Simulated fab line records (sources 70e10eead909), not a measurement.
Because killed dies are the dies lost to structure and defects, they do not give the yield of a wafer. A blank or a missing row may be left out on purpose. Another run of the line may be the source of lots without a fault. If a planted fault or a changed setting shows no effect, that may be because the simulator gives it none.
Problem report in the 8D (eight disciplines) form, filled by code	flow nand harc	the parts of the form that need people (team, actions taken, sign-off) are left out

1. THE ISSUE
Mean of heater power total W at NHARC_A_CONTACT_SOFTBAKE_03: 323.15 W across 6 wafers in 3 lots; on wafers with no fault it is 188.46 W (standard deviation 0.15). That is +99 or more standard deviations from the usual mean.
The step: time 55 s.
The first sign was on wafer L793.3 at day 28 15:00, on litho track-06. The record holds 39 wafers of 13 lots with a number at this step. Rule for "out" (also "out of limits"): further than 4 standard deviations from the usual mean. The other wafers with a number count as sound.

2. WHAT IT IS, AND WHAT IT ISN'T
question	is	is not
which readings at this step	heater power total W	-
which lots	L793, L795, L797	L777, L778, L780, L781, L782, L784, L786, L788, L799, L800
which wafers of those lots	L793.3, L793.5, L795.3, L795.5, L797.3, L797.5	L793.6, L795.2, L797.1
read on which tools	litho track-06	litho track-01, litho track-04
when	from day 28 15:00	up to then (25 sound wafers); but 8 sound wafers of L795, L797, L799, L800 came after

3. WHAT RULES OUT EACH SUSPECT
Counting: a tool at a process step up to the reading stays a suspect if it ran every lot that is out. Sound lots after the first of them don't rule it out here, since some wafers of a struck lot are sound.
- litho track-06 at NHARC_A_CONTACT_SOFTBAKE_03 (time 55 s): kept. It ran every lot that is out, first L793 (day 28 15:00); its last sound lot up to then is L782 (day 23 22:00). Its own readings are out on those wafers: heater power total W.
Left after counting: litho track-06 at NHARC_A_CONTACT_SOFTBAKE_03.

4. THE CAUSE (what the simulator had put in)
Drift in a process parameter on litho track-06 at NHARC_A_CONTACT_SOFTBAKE_03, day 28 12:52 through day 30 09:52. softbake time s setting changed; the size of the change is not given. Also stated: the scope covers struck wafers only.
After counting, this tool was the only one left.

5. SEQUENCE OF EFFECTS, ordered by route
Each row: a reading whose mean over the struck wafers that have a number lies more than 3 standard deviations from the usual. Only readings for which the record gives a usual standard deviation are gone through. hours: the time from each lot's start at the first step in this table that gives one to its start at this step, as a median over the lots. sigmas: the change in usual standard deviations.
hours	step	reading	usual	on struck wafers	change	sigmas
0	NHARC_A_CONTACT_SOFTBAKE_03	heater power total W	188.46 W	323.15	+134.69	+99 or more
It contains these process steps:
- NHARC_A_CONTACT_SOFTBAKE_03: time 55 s.
Later steps that measure or inspect, where all struck wafers having a row at the step show a number for every such reading and not one has moved that far: NHARC_END_SORT_01.

6. HOW IT WOULD HAVE BEEN CAUGHT EARLIER
In this record no reading fell out of limits until day 28 15:00, 2 hours after the fault had begun at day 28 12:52.
